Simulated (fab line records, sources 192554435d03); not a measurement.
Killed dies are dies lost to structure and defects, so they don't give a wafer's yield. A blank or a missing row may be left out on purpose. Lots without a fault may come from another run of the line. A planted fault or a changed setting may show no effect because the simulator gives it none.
Which tool did it? | flow n5_finfet | 14 lots, 36 wafers sampled, at 1 step of a route of 1938

WHAT THE GAUGES READ, wafer by wafer
N5_BEOL_M9_THK_MEAS_01.
lot  | measured     | on            | M9_ILD_THK (nm)
L715 | day 9 20:16  | film_metro-01 | 269 273 265
L716 | day 10 00:55 | film_metro-01 | 261 268
L717 | day 10 03:45 | film_metro-02 | 270 272 273
L714 | day 10 15:50 | film_metro-02 | 265 268 265
L719 | day 10 19:23 | film_metro-01 | 276 274
L718 | day 10 22:37 | film_metro-02 | 276 271 273
L720 | day 11 01:22 | film_metro-02 | 268 269 276
L721 | day 11 02:26 | film_metro-02 | 269 271 275
L722 | day 11 14:58 | film_metro-02 | 265 271
L724 | day 12 06:26 | film_metro-01 | 261 267 274
L725 | day 12 16:55 | film_metro-02 | 264 270
L732 | day 14 08:50 | film_metro-02 | 272 266
L737 | day 15 04:18 | film_metro-01 | 269 276
L736 | day 15 04:50 | film_metro-01 | 264 267 267

WHICH TOOL RAN EACH LOT (tool, then ch and the chambers of the sampled wafers, then the start)
The record holds no process step before these readings.

WHAT THE TOOLS THEMSELVES READ (means of the sampled wafers that have a number; where no wafer has one, the mark that the record gives instead)
The record holds no such reading with a usual standard deviation.

THE ANSWER, worked out from the rows above alone
Rule: what is usual is taken from the lots themselves. Put in order of their means at a reading, lots are off if they are a third of the lots or fewer, leave a main group of 4 or more, and stand apart from it by a gap of 3 or more times the standard deviation of the main group's means; of several such gaps the widest counts. A main group whose means are all the same, to the digits that the tables above print for the reading, isn't used. A lot without any number at a reading at which 4 lots or more have one is off too. The other lots that the step has rows for count as sound. The gauges are gone through in route order, then the tools' own readings, and for those a lot's mean is taken as printed above. The first step at which some lot is off is used, and at that step the reading that is off furthest; a lot without a number counts as furthest.
No lot is off at any reading shown: from this, nothing can be told.

WHAT THE SIMULATOR HAD PUT IN
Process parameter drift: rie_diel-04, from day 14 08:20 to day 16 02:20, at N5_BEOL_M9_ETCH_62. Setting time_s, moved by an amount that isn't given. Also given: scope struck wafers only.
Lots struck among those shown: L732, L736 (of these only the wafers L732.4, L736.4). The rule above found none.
